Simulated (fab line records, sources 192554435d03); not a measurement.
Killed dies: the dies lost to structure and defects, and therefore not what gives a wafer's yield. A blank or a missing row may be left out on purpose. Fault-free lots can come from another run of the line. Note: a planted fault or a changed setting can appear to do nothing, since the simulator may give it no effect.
Which of the tools did it? || flow n5-finfet || 10 lots with 28 wafers sampled at 6 steps, on a route of 1938 steps

== WHAT EACH GAUGE READ, for each wafer ==
N5_BEOL_M14_INSPECT_55: inspects for defects (darkfield).
{"lot": "L683", "measured": "day 12 15:28", "on": "defect-inspect-01", "raw-defect-count": "97 82 86"}
{"lot": "L684", "measured": "day 13 08:52", "on": "defect-inspect-01", "raw-defect-count": "35 50 86"}
{"lot": "L685", "measured": "day 13 14:01", "on": "defect-inspect-01", "raw-defect-count": "60 76 92"}
{"lot": "L687", "measured": "day 14 00:47", "on": "defect-inspect-02", "raw-defect-count": "84 61 65"}
{"lot": "L690", "measured": "day 14 03:20", "on": "defect-inspect-02", "raw-defect-count": "82 43"}
{"lot": "L688", "measured": "day 14 17:35", "on": "defect-inspect-01", "raw-defect-count": "64 101"}
{"lot": "L699", "measured": "day 16 09:12", "on": "defect-inspect-02", "raw-defect-count": "66 64 90"}
{"lot": "L697", "measured": "day 17 00:09", "on": "defect-inspect-01", "raw-defect-count": "71 71 90"}
{"lot": "L703", "measured": "day 18 21:59", "on": "defect-inspect-02", "raw-defect-count": "45 30 47"}
{"lot": "L704", "measured": "day 19 00:14", "on": "defect-inspect-02", "raw-defect-count": "67 44 47"}

N5_BEOL_M15_THK_MEAS_01.
{"lot": "L683", "measured": "day 12 15:44", "on": "film-metro-02", "M15_ILD_THK (nm)": "1632 1624 1652"}
{"lot": "L684", "measured": "day 13 09:09", "on": "film-metro-02", "M15_ILD_THK (nm)": "1624 1623 1637"}
{"lot": "L685", "measured": "day 13 14:18", "on": "film-metro-01", "M15_ILD_THK (nm)": "1624 1663 1628"}
{"lot": "L687", "measured": "day 14 01:05", "on": "film-metro-02", "M15_ILD_THK (nm)": "1608 1599 1617"}
{"lot": "L690", "measured": "day 14 03:44", "on": "film-metro-02", "M15_ILD_THK (nm)": "1669 963"}
{"lot": "L688", "measured": "day 14 17:52", "on": "film-metro-02", "M15_ILD_THK (nm)": "957 984"}
{"lot": "L699", "measured": "day 16 09:29", "on": "film-metro-02", "M15_ILD_THK (nm)": "1622 1633 1628"}
{"lot": "L697", "measured": "day 17 00:26", "on": "film-metro-01", "M15_ILD_THK (nm)": "1630 1669 1650"}
{"lot": "L703", "measured": "day 18 22:23", "on": "film-metro-02", "M15_ILD_THK (nm)": "1629 1649 1623"}
{"lot": "L704", "measured": "day 19 00:38", "on": "film-metro-02", "M15_ILD_THK (nm)": "1633 1649 1639"}

N5_BEOL_M15_CD_MEAS_17 targets a cd of 360 nm.
{"lot": "L683", "measured": "day 12 16:59", "on": "cd-sem-03", "cd-nm (nm)": "358.9 358.2 361.5"}
{"lot": "L684", "measured": "day 13 10:02", "on": "cd-sem-03", "cd-nm (nm)": "361.4 363.0 363.0"}
{"lot": "L685", "measured": "day 13 15:19", "on": "cd-sem-02", "cd-nm (nm)": "362.4 363.4 359.7"}
{"lot": "L687", "measured": "day 14 02:12", "on": "cd-sem-01", "cd-nm (nm)": "361.2 360.9 359.9"}
{"lot": "L690", "measured": "day 14 04:52", "on": "cd-sem-02", "cd-nm (nm)": "360.5 354.4"}
{"lot": "L688", "measured": "day 14 19:08", "on": "cd-sem-03", "cd-nm (nm)": "354.3 357.0"}
{"lot": "L699", "measured": "day 16 10:37", "on": "cd-sem-01", "cd-nm (nm)": "361.1 361.8 363.1"}
{"lot": "L697", "measured": "day 17 01:44", "on": "cd-sem-01", "cd-nm (nm)": "361.5 364.2 362.7"}
{"lot": "L703", "measured": "day 18 23:45", "on": "cd-sem-01", "cd-nm (nm)": "361.9 363.1 360.7"}
{"lot": "L704", "measured": "day 19 01:44", "on": "cd-sem-03", "cd-nm (nm)": "358.9 362.7 366.6"}

== WHAT TOOL EACH LOT RAN ON (gives the tool, then ch and the chambers of the sampled wafers, and finally the start) ==
{"lot": "L683", "N5_BEOL_M14_ETCH_68": "rie-diel-04 ch 0,1, day 12 11:28", "N5_BEOL_M14_STRIP_37": "rie-diel-05 ch 1,2,3, day 12 13:10", "N5_BEOL_M15_ILD_DEP_00": "pecvd-02 ch 1,2, day 12 15:29"}
{"lot": "L684", "N5_BEOL_M14_ETCH_68": "rie-diel-06 ch 1,2, day 13 03:19", "N5_BEOL_M14_STRIP_37": "rie-diel-05 ch 0,1, day 13 06:44", "N5_BEOL_M15_ILD_DEP_00": "pecvd-02 ch 0,1,2, day 13 08:54"}
{"lot": "L685", "N5_BEOL_M14_ETCH_68": "rie-diel-06 ch 0,1, day 13 10:17", "N5_BEOL_M14_STRIP_37": "rie-diel-05 ch 0,1, day 13 12:17", "N5_BEOL_M15_ILD_DEP_00": "pecvd-01 ch 0,1,2, day 13 14:03"}
{"lot": "L687", "N5_BEOL_M14_ETCH_68": "rie-diel-06 ch 0,1,2, day 13 20:34", "N5_BEOL_M14_STRIP_37": "rie-diel-05 ch 1,2,3, day 13 22:58", "N5_BEOL_M15_ILD_DEP_00": "pecvd-03 ch 0,2, day 14 00:50"}
{"lot": "L690", "N5_BEOL_M14_ETCH_68": "rie-diel-05 ch 1,2, day 14 00:06", "N5_BEOL_M14_STRIP_37": "rie-diel-05 ch 1,2, day 14 01:42", "N5_BEOL_M15_ILD_DEP_00": "pecvd-02 ch 1,2, day 14 03:35"}
{"lot": "L688", "N5_BEOL_M14_ETCH_68": "rie-diel-05 ch 1,3, day 14 14:23", "N5_BEOL_M14_STRIP_37": "rie-diel-05 ch 1,3, day 14 15:10", "N5_BEOL_M15_ILD_DEP_00": "pecvd-02 ch 1,2, day 14 17:37"}
{"lot": "L699", "N5_BEOL_M14_ETCH_68": "rie-diel-06 ch 2,3, day 16 06:22", "N5_BEOL_M14_STRIP_37": "rie-diel-04 ch 0,1,2, day 16 06:59", "N5_BEOL_M15_ILD_DEP_00": "pecvd-01 ch 0,1,2, day 16 09:14"}
{"lot": "L697", "N5_BEOL_M14_ETCH_68": "rie-diel-05 ch 0,1,2, day 16 21:34", "N5_BEOL_M14_STRIP_37": "rie-diel-05 ch 0,2,3, day 16 22:05", "N5_BEOL_M15_ILD_DEP_00": "pecvd-03 ch 0,1, day 17 00:11"}
{"lot": "L703", "N5_BEOL_M14_ETCH_68": "rie-diel-06 ch 0,1,2, day 18 18:55", "N5_BEOL_M14_STRIP_37": "rie-diel-05 ch 0,2,3, day 18 19:45", "N5_BEOL_M15_ILD_DEP_00": "pecvd-02 ch 0,1, day 18 22:02"}
{"lot": "L704", "N5_BEOL_M14_ETCH_68": "rie-diel-06 ch 0,1,3, day 18 20:27", "N5_BEOL_M14_STRIP_37": "rie-diel-04 ch 0,3, day 18 22:14", "N5_BEOL_M15_ILD_DEP_00": "pecvd-02 ch 0,1, day 19 00:23"}
- N5_BEOL_M14_ETCH_68: etches SOC in N2/H2, time 450 s.
- N5_BEOL_M14_STRIP_37: strips in O2.
- N5_BEOL_M15_ILD_DEP_00: deposits SiO2 from TEOS/O2, target thk 1629.3 nm, time 346.1 s.

== WHAT THE TOOLS THEMSELVES READ (means of the sampled wafers that have a number; where no wafer has one, the mark that the record gives instead) ==
N5_BEOL_M14_ETCH_68.
{"lot": "L683", "tool": "rie-diel-04", "drypump-motor-current-A (A)": 5.66, "oes-product-au (a.u.)": 0.93, "rf-vpp-V (V)": 523.9, "showerhead-plenum-p-Torr (Torr)": 2.52, "throttle-valve-pct (%)": 17.49}
{"lot": "L684", "tool": "rie-diel-06", "drypump-motor-current-A (A)": 5.71, "oes-product-au (a.u.)": 0.81, "rf-vpp-V (V)": 526.1, "showerhead-plenum-p-Torr (Torr)": 2.60, "throttle-valve-pct (%)": 17.46}
{"lot": "L685", "tool": "rie-diel-06", "drypump-motor-current-A (A)": 5.59, "oes-product-au (a.u.)": 0.80, "rf-vpp-V (V)": 525.4, "showerhead-plenum-p-Torr (Torr)": 2.61, "throttle-valve-pct (%)": 17.84}
{"lot": "L687", "tool": "rie-diel-06", "drypump-motor-current-A (A)": 5.65, "oes-product-au (a.u.)": 0.81, "rf-vpp-V (V)": 525.1, "showerhead-plenum-p-Torr (Torr)": 2.61, "throttle-valve-pct (%)": 17.66}
{"lot": "L690", "tool": "rie-diel-05", "drypump-motor-current-A (A)": 5.98, "oes-product-au (a.u.)": 0.80, "rf-vpp-V (V)": 524.1, "showerhead-plenum-p-Torr (Torr)": 2.56, "throttle-valve-pct (%)": 17.63}
{"lot": "L688", "tool": "rie-diel-05", "drypump-motor-current-A (A)": 5.84, "oes-product-au (a.u.)": 0.83, "rf-vpp-V (V)": 523.1, "showerhead-plenum-p-Torr (Torr)": 2.53, "throttle-valve-pct (%)": 17.52}
{"lot": "L699", "tool": "rie-diel-06", "drypump-motor-current-A (A)": 5.43, "oes-product-au (a.u.)": 0.84, "rf-vpp-V (V)": 525.1, "showerhead-plenum-p-Torr (Torr)": 2.61, "throttle-valve-pct (%)": 17.36}
{"lot": "L697", "tool": "rie-diel-05", "drypump-motor-current-A (A)": 5.86, "oes-product-au (a.u.)": 0.76, "rf-vpp-V (V)": 523.1, "showerhead-plenum-p-Torr (Torr)": 2.54, "throttle-valve-pct (%)": 17.65}
{"lot": "L703", "tool": "rie-diel-06", "drypump-motor-current-A (A)": 5.66, "oes-product-au (a.u.)": 0.76, "rf-vpp-V (V)": 525.8, "showerhead-plenum-p-Torr (Torr)": 2.59, "throttle-valve-pct (%)": 17.75}
{"lot": "L704", "tool": "rie-diel-06", "drypump-motor-current-A (A)": 5.50, "oes-product-au (a.u.)": 0.79, "rf-vpp-V (V)": 523.4, "showerhead-plenum-p-Torr (Torr)": 2.56, "throttle-valve-pct (%)": 17.73}

N5_BEOL_M14_STRIP_37.
{"lot": "L683", "tool": "rie-diel-05", "drypump-motor-current-A (A)": 5.94, "oes-product-au (a.u.)": 0.85, "rf-vpp-V (V)": 2.5, "showerhead-plenum-p-Torr (Torr)": 2.09, "throttle-valve-pct (%)": 16.47}
{"lot": "L684", "tool": "rie-diel-05", "drypump-motor-current-A (A)": 5.73, "oes-product-au (a.u.)": 0.82, "rf-vpp-V (V)": 3.6, "showerhead-plenum-p-Torr (Torr)": 2.12, "throttle-valve-pct (%)": 16.27}
{"lot": "L685", "tool": "rie-diel-05", "drypump-motor-current-A (A)": 5.72, "oes-product-au (a.u.)": 0.80, "rf-vpp-V (V)": 3.7, "showerhead-plenum-p-Torr (Torr)": 2.11, "throttle-valve-pct (%)": 16.29}
{"lot": "L687", "tool": "rie-diel-05", "drypump-motor-current-A (A)": 5.93, "oes-product-au (a.u.)": 0.82, "rf-vpp-V (V)": 3.9, "showerhead-plenum-p-Torr (Torr)": 2.08, "throttle-valve-pct (%)": 16.49}
{"lot": "L690", "tool": "rie-diel-05", "drypump-motor-current-A (A)": 5.98, "oes-product-au (a.u.)": 0.82, "rf-vpp-V (V)": 3.8, "showerhead-plenum-p-Torr (Torr)": 2.10, "throttle-valve-pct (%)": 16.50}
{"lot": "L688", "tool": "rie-diel-05", "drypump-motor-current-A (A)": 5.86, "oes-product-au (a.u.)": 0.85, "rf-vpp-V (V)": 3.3, "showerhead-plenum-p-Torr (Torr)": 2.08, "throttle-valve-pct (%)": 16.34}
{"lot": "L699", "tool": "rie-diel-04", "drypump-motor-current-A (A)": 5.63, "oes-product-au (a.u.)": 0.90, "rf-vpp-V (V)": 3.9, "showerhead-plenum-p-Torr (Torr)": 2.13, "throttle-valve-pct (%)": 16.52}
{"lot": "L697", "tool": "rie-diel-05", "drypump-motor-current-A (A)": 5.89, "oes-product-au (a.u.)": 0.77, "rf-vpp-V (V)": 3.1, "showerhead-plenum-p-Torr (Torr)": 2.07, "throttle-valve-pct (%)": 16.68}
{"lot": "L703", "tool": "rie-diel-05", "drypump-motor-current-A (A)": 5.89, "oes-product-au (a.u.)": 0.75, "rf-vpp-V (V)": 2.9, "showerhead-plenum-p-Torr (Torr)": 2.07, "throttle-valve-pct (%)": 16.69}
{"lot": "L704", "tool": "rie-diel-04", "drypump-motor-current-A (A)": 5.84, "oes-product-au (a.u.)": 0.80, "rf-vpp-V (V)": 3.6, "showerhead-plenum-p-Torr (Torr)": 2.15, "throttle-valve-pct (%)": 16.63}

N5_BEOL_M15_ILD_DEP_00.
{"lot": "L683", "tool": "pecvd-02", "heater-power-w (W)": 595, "run-length-s (s)": 389.0, "showerhead-plenum-p-Torr (Torr)": 8.325, "throttle-valve-pct (%)": 17.7}
{"lot": "L684", "tool": "pecvd-02", "heater-power-w (W)": 587, "run-length-s (s)": 389.2, "showerhead-plenum-p-Torr (Torr)": 8.333, "throttle-valve-pct (%)": 18.4}
{"lot": "L685", "tool": "pecvd-01", "heater-power-w (W)": 491, "run-length-s (s)": 388.6, "showerhead-plenum-p-Torr (Torr)": 8.346, "throttle-valve-pct (%)": 18.1}
{"lot": "L687", "tool": "pecvd-03", "heater-power-w (W)": 593, "run-length-s (s)": 388.7, "showerhead-plenum-p-Torr (Torr)": 8.356, "throttle-valve-pct (%)": 19.5}
{"lot": "L690", "tool": "pecvd-02", "heater-power-w (W)": 598, "run-length-s (s)": 317.2, "showerhead-plenum-p-Torr (Torr)": 8.337, "throttle-valve-pct (%)": 17.6}
{"lot": "L688", "tool": "pecvd-02", "heater-power-w (W)": 558, "run-length-s (s)": 245.6, "showerhead-plenum-p-Torr (Torr)": 8.308, "throttle-valve-pct (%)": 17.9}
{"lot": "L699", "tool": "pecvd-01", "heater-power-w (W)": 495, "run-length-s (s)": 388.6, "showerhead-plenum-p-Torr (Torr)": 8.343, "throttle-valve-pct (%)": 18.0}
{"lot": "L697", "tool": "pecvd-03", "heater-power-w (W)": 539, "run-length-s (s)": 388.8, "showerhead-plenum-p-Torr (Torr)": 8.374, "throttle-valve-pct (%)": 19.9}
{"lot": "L703", "tool": "pecvd-02", "heater-power-w (W)": 580, "run-length-s (s)": 389.0, "showerhead-plenum-p-Torr (Torr)": 8.346, "throttle-valve-pct (%)": 18.0}
{"lot": "L704", "tool": "pecvd-02", "heater-power-w (W)": 570, "run-length-s (s)": 389.5, "showerhead-plenum-p-Torr (Torr)": 8.329, "throttle-valve-pct (%)": 19.0}

== THE ANSWER, worked out from the rows above alone ==
Rule: what is usual is taken from the lots themselves. Put in order of their means at a reading, lots are off if they are a third of the lots or fewer, leave a main group of 4 or more, and stand apart from it by a gap of 3 or more times the standard deviation of the main group's means; of several such gaps the widest counts. A main group is skipped when, at the precision printed for the reading in the tables above, its means are all equal. A lot without any number at a reading at which 4 lots or more have one is off too. All remaining lots with rows at the step are treated as sound. The gauges are gone through in route order, then the tools' own readings, and for those a lot's mean is taken as printed above. At the first step where some lot is off, the reading lying furthest off is the one used; lots without a number count as furthest.
Off: L690, L688, at N5_BEOL_M15_THK_MEAS_01 (M15_ILD_THK). The main group has a mean of 1633 nm with a standard deviation of 11.
If a tool, at a process step before that reading, ran all the lots that are off and no sound lot after the first of them, it fits. Not tried: the gauges at N5_BEOL_M15_THK_MEAS_01; whatever is off there is also off at N5_BEOL_M15_ILD_DEP_00, on other tools, and gauge error can't account for it. Not one of the candidates tried fits.

== WHAT THE SIMULATOR HAD PUT IN ==
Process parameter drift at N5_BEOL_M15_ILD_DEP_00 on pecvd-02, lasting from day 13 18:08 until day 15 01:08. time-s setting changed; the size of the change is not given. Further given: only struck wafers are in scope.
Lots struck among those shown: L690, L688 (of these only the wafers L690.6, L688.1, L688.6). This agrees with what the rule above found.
